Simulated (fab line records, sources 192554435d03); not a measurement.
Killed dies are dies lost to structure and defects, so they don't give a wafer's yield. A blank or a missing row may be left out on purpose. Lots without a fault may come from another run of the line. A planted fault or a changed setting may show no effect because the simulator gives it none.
A struck lot beside a sound one | flow n5_finfet | 16 steps out of a route of 1938
Sound: wafers L524.1, L524.4, L524.5. Struck: wafers L522.1, L522.4, L522.5. The cause comes at the end.
At each step with rows: each side's tool, then ch and its chambers, then its first start. Under that, the readings that differ: sound wafers | struck wafers | difference of the means | sigmas: that difference in standard deviations of wafers without a fault.
alike: readings whose means differ by less than 2 such deviations, and words and numbers that are the same on both sides. not compared: withheld readings, readings that some wafer has no value for, bounds like >300 that may hide the same value, and numbers for which the record gives no deviation and whose values overlap.
The two part at a step that has a row with sigmas, a row that says differs or no value, or rows on one side only. Numbers that don't overlap but have no deviation are shown without sigmas and don't part them. A reading that every wafer of one side lacks parts them only if that side has two wafers or more.

first, 3 steps without rows for these wafers: N5_BEOL_M1_SRD_40 (time 30 s); N5_BEOL_M1_PRECLEAN_42 (cleans in residue remover, time 60 s); N5_BEOL_M1_SRD_43 (time 30 s).
N5_BEOL_M1_CD_MEAS_35: target cd 18 nm, target cd y 21 nm.
  sound on cd_sem-01, day 10 18:13; struck on cd_sem-02, day 9 15:18
  alike: cd_nm
N5_BEOL_M1_DEGAS_44: time 60 s.
  sound on pvd_sputter-02, day 10 18:35; struck on pvd_sputter-02, day 9 15:38
  alike: heater_power_w
N5_BEOL_M1_PRE_CLEAN_45: time 30 s.
  sound on pvd_sputter-02, day 10 18:38; struck on pvd_sputter-02, day 9 15:41
  alike: heater_power_w
N5_BEOL_M1_ALD_84: deposits TaN, pulse time 2 s, purge time 3 s, co reactant purge time 2 s.
  sound on ald_metal-02 ch 0,1,3, day 10 18:42; struck on ald_metal-03 ch 1,2,3, day 9 15:45
  alike: heater_power_w
N5_BEOL_M1_SURFACE_TREAT_85:
  sound on pvd_sputter-03, day 10 18:58; struck on pvd_sputter-02, day 9 16:07
  not compared: throttle_valve_pct
then, 2 steps without rows for these wafers: N5_BEOL_M1_CVD_47 (deposits Co from CCTBA/H2, target thk 3 nm, time 223.8 s); N5_BEOL_M1_SPUTTER_48 (material Cu, target thk 4.5 nm, time 8.29 s).
N5_BEOL_M1_ANNEAL_49: time 240 s.
  sound on pvd_sputter-02, day 10 19:17; struck on pvd_sputter-02, day 9 16:27
  alike: heater_power_w, susceptor_temp_C
then, 1 step without rows for these wafers: N5_BEOL_M1_SPUTTER_79 (material Cu, target thk 4.5 nm, time 8.29 s).
N5_BEOL_M1_ANNEAL_80: time 240 s.
  sound on pvd_sputter-02, day 10 19:31; struck on pvd_sputter-02, day 9 16:40
  no value came back on the struck wafers for heater_power_w (W), susceptor_temp_C (C); on the sound wafers heater_power_w (W) reads 727 864 887
then, 1 step without rows for these wafers: N5_BEOL_M1_SPUTTER_81 (material Cu, target thk 4.5 nm, time 8.29 s).
N5_BEOL_M4_RC_MEAS_101:
  sound on prober-01 ch 0, day 12 15:15; struck on prober-01 ch 0, day 11 06:27
  reading        | sound             | struck            | difference | sigmas
  IOFF_P (nA/um) | 0.196 0.216 0.210 | 0.281 0.304 0.271 | +0.078     | +3
  ION_P (uA/um)  | 459 461 460       | 477 483 476       | +19        | +3
  VT_P (mV)      | -253 -255 -252    | -242 -241 -244    | +11        | +4
  alike: DIBL_N, DIBL_P, IOFF_N, ION_N, SS_N, SS_P, VT_N
-- the record jumps here: 4 days lie between the struck wafers' starts before and after (it left off in module BEOL_M4 and takes up again in module PASSIVATION, whose first step shown is number 1936 of the route) --
N5_PASSIVATION_PROBE_49:
  sound on prober-02, day 16 18:19; struck on prober-01, day 15 11:41
  alike: defect_limited_yield, killed_at_M0_to_M3, killed_at_M4_up, killed_at_contacts, killed_at_front_end, killed_at_other, killed_dies, killed_on_rim, killed_open, killed_short, sort_bin_5_function, sort_bin_6_memory, sort_n_pass, sort_yield_pct

WHERE THEY PART
First at N5_BEOL_M1_ANNEAL_80; last, within this record, at N5_BEOL_M4_RC_MEAS_101. Later steps at which nothing parts them and some readings are alike: N5_PASSIVATION_PROBE_49.

WHY: what the simulator had put in
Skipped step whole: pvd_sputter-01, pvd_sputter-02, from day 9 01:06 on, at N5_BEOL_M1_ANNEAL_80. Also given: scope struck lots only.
